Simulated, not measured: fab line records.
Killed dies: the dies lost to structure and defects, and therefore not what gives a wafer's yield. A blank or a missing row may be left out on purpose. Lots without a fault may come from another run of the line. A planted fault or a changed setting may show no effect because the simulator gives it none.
A struck lot beside a sound one ; flow nand-harc ; 42 steps out of a route of 1302
Sound: these wafers, L715.1, L715.4, L715.6. Struck: wafer L722.2 (left out: L722.1, L722.5 of the same lot, which were not struck); the cause appears at the end.
At each step with rows: each side's tool, then ch and its chambers, then its first start. Under that, the readings that differ: sound wafers ; struck wafers ; difference of the means ; sigmas: that difference in standard deviations of wafers without a fault.
alike: a reading whose means differ by less than 2 such deviations, as well as words and numbers matching on both sides. not compared: withheld readings; readings where some wafer has no value; bounds like >300 that might hide an equal value; numbers whose values overlap and for which the record gives no deviation.
Wherever a step has rows on one side only, a row that says differs or no value, or a row with sigmas, the two part there. Numbers that have no deviation but don't overlap get no sigmas and don't part them. A reading that every wafer of one side lacks parts them only if that side has two wafers or more.

first, 5 steps without rows for these wafers: NHARC_A_SGD_CUT_PRECLEAN_18 (cleans in SC1); NHARC_A_SGD_CUT_SRD_19; NHARC_A_SGD_CUT_DEP_20 (deposits SiO2, target thk 150 nm); NHARC_A_SGD_CUT_ANNEAL_27 (time 1800 s); NHARC_A_SGD_CUT_CMP_21 (polishes, target thk 148.19 nm).
NHARC_A_SGD_CUT_THK_MEAS_22: measures by ellipsometry.
  sound on film-metro-01, day 21 19:53; struck on film-metro-02, day 25 02:02
  alike: thk-nm
then, 2 steps without rows for these wafers: NHARC_A_SGD_CUT_SRD_23; NHARC_A_SGD_CUT_ETCH_26 (etches SiO2 in dHF, target depth 45.8 nm).
NHARC_A_SGD_CUT_ETCHBACK_24: etches the open film in CH3F/O2, target depth 50 nm, time 92.857 s.
  sound on rie-diel-02 ch 1,2, day 21 20:07; struck on rie-diel-08 ch 2, day 25 02:18
reading;sound;struck;difference;sigmas
oes-product-au (a.u.);0.99 1.01 1.00;0.92;-0.08;-3
  alike: chamber-pressure-mTorr, drypump-motor-current-A, o2-flow-sccm, rf-vpp-V, showerhead-plenum-p-Torr, throttle-valve-pct
  not compared: rf-hours-counter-h
then, 1 step without rows for these wafers: NHARC_A_SGD_CUT_STRIP_28 (strips in O2, time 20 s).
NHARC_A_SGD_CUT_INSPECT_25:
  sound on defect-inspect-01, day 21 20:21; struck on defect-inspect-02, day 25 02:35
  alike: raw-defect-count
then, 1 step without rows for these wafers: NHARC_A_SLIT_DEP_25 (deposits SiO2, target thk 200 nm).
NHARC_A_SLIT_DEP_00: deposits aC, target thk 6200 nm.
  sound on acl-dep-03 ch 0, day 21 22:08; struck on acl-dep-03 ch 0, day 25 05:08
  alike: throttle-valve-pct
NHARC_A_SLIT_DEP_23: deposits SiON, target thk 100 nm.
  sound on pecvd-03 ch 0,1,2, day 22 01:56; struck on pecvd-04 ch 2, day 25 08:53
  alike: heater-power-outer-w, heater-power-w
then, 8 steps without rows for these wafers: NHARC_A_SLIT_DEHYDRATE_01 (time 120 s); NHARC_A_SLIT_HMDS_02 (time 30 s); NHARC_A_SLIT_COAT_03 (resist thk 90 nm); NHARC_A_SLIT_SOFTBAKE_04 (time 55 s); NHARC_A_SLIT_EBR_05; NHARC_A_SLIT_EXPOSE_06 (exposes mask SLIT); NHARC_A_SLIT_PEB_07 (peb time 65 s); NHARC_A_SLIT_DEVELOP_08 (develop time 35 s).
NHARC_A_SLIT_CD_MEAS_09: the cd target is 300 nm.
  sound on cd-sem-01 ch 0, day 22 02:37; struck on cd-sem-01 ch 0, day 25 09:34
  alike: cd-nm
NHARC_A_SLIT_OVL_MEAS_10:
  sound on overlay-02, day 22 02:43; struck on overlay-02, day 25 09:40
  alike: overlay-x-nm, overlay-y-nm
NHARC_A_SLIT_INSPECT_11:
  sound on defect-inspect-02, day 22 02:45; struck on defect-inspect-01, day 25 09:42
  alike: raw-defect-count
then, 2 steps without rows for these wafers: NHARC_A_SLIT_DESCUM_14 (chemistry O2, time 3 s); NHARC_A_SLIT_ETCH_24 (etches the open film in CF4/CHF3, target depth 121 nm, time 60.5 s).
NHARC_A_SLIT_ETCH_15: etches the open film in O2/COS, target depth 6200 nm, time 1612 s.
  sound on rie-diel-01 ch 0,2,3; struck on rie-diel-10 ch 1
reading;sound;struck;difference;sigmas
oes-product-au (a.u.);1.022 1.012 0.994;0.986;-0.023;-3
  alike: chamber-pressure-mTorr, drypump-motor-current-A, o2-flow-sccm, rf-vpp-V, showerhead-plenum-p-Torr, throttle-valve-pct
  not compared: rf-hours-counter-h
then, 1 step without rows for these wafers: NHARC_A_SLIT_ETCH_17 (etches the open film in C4F8/O2/Ar, time 4254.5 s, target depth 20300 nm).
NHARC_A_SLIT_ETCH_26: etches the open film in C4F8/O2/Ar, time 90 s, target depth 400 nm.
  sound on har-etch-01 ch 0,1, day 22 07:45; struck on har-etch-01 ch 0, day 25 18:38
  alike: chamber-pressure-mTorr, drypump-motor-current-A, o2-flow-sccm, showerhead-plenum-p-Torr, throttle-valve-pct
  not compared: rf-hours-counter-h
then, 5 steps without rows for these wafers: NHARC_A_SLIT_STRIP_28 (strips in O2/COS); NHARC_A_SLIT_ETCH_29 (etches the open film in CF4/O2, target depth 100 nm, overetch 10 nm, time 55 s); NHARC_A_SLIT_STRIP_18 (strips in O2); NHARC_A_SLIT_PRECLEAN_19 (cleans in SC1); NHARC_A_SLIT_SRD_20.
NHARC_A_SLIT_CD_MEAS_21:
  sound on cd-sem-03, day 22 09:08; struck on cd-sem-01, day 25 20:10
reading;sound;struck;difference;sigmas
cd-nm (nm);290.5 291.4 290.7;287.8;-3.1;-3
then, 3 steps without rows for these wafers: NHARC_A_SIN_REMOVE_WET_00 (chemistry H3PO4, time 15300 s); NHARC_A_SIN_REMOVE_PRECLEAN_01 (cleans in SC1); NHARC_A_SIN_REMOVE_SRD_02.
NHARC_A_SIN_REMOVE_INSPECT_04:
  the record holds rows for the sound wafers here (defect-inspect-02, day 22 21:38) but none for the struck ones
NHARC_A_WL_FILL_ALD_00: deposits Al2O3, target thk 3 nm, pulse time 3 s, ald cycles 30.
  the record has rows for the sound wafers here (ald-hk-02 ch 0,2,3, day 22 21:43) and none for the struck ones
-- the record jumps here: 4 days lie between the struck wafers' starts before and after (it left off in module A_WL_FILL and takes up again in module END, whose first step shown is number 1302 of the route) --
NHARC_END_SORT_01:
  sound on prober-01 ch 0, day 26 21:04; struck on prober-02 ch 0, day 30 04:03
reading;sound;struck;difference;sigmas
killed-at-array;78 90 75;664;+583;+36
killed-dies;81 92 76;668;+585;+34
  alike: killed-at-other, killed-at-periphery, killed-open, killed-short

WHERE THEY PART
Earliest at NHARC_A_SGD_CUT_ETCHBACK_24; latest, in this record, at NHARC_END_SORT_01.

WHY: what the simulator had put in
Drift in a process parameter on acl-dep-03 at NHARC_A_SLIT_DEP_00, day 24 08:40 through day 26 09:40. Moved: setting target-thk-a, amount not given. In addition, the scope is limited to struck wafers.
